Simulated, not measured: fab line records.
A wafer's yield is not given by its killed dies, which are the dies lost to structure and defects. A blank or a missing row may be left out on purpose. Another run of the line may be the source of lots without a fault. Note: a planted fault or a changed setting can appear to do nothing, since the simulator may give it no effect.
Matching of chambers	flow n5Finfet	N5_BEOL_M11_VIA_ETCH_34 on rieDiel-06 has 4 sister chambers
The step etches SiCOH lowk in C4F6/O2, target depth 184.5 nm, time 69.2 s. 4 wafers are shown with their chamber, then 12 later ones without.

## WAFERS PAIRED WITH THEIR CHAMBERS
wafer	chamber	rfVppV (V)
L085.3	2	685
L087.2	3	634
L087.3	1	657
L087.4	0	665

## WAFERS WITH NO CHAMBER GIVEN
wafer	rfVppV (V)
L091.1	634
L091.5	655
L091.6	686
L094.2	634
L094.3	686
L094.5	684
L096.1	634
L096.4	656
L096.6	686
L097.2	686
L097.5	655
L097.6	685

## CHAMBER TAKEN BY EACH
wafer	from the rows above	in truth
L091.1	3	3
L091.5	1	1
L091.6	2	2
L094.2	3	3
L094.3	2	2
L094.5	2	2
L096.1	3	3
L096.4	1	1
L096.6	2	2
L097.2	2	2
L097.5	1	1
L097.6	2	2
Correct placement for 12 of the 12. Number that these rows cannot place: 0. Number placed wrongly: 0.
How it was worked out, from the rows above alone: a wafer's distance from a chamber is the root of the sum, over the readings, of the square of ((its reading less the chamber's mean) divided by the reading's scatter). If the next closest chamber is less than 2 further off than the closest, the wafer can't be placed; otherwise it belongs to the closest. The mean given for a chamber averages the wafers shown for that chamber. The scatter: root of mean squared gap, hidden wafer to nearest shown wafer, with one shown wafer a chamber.
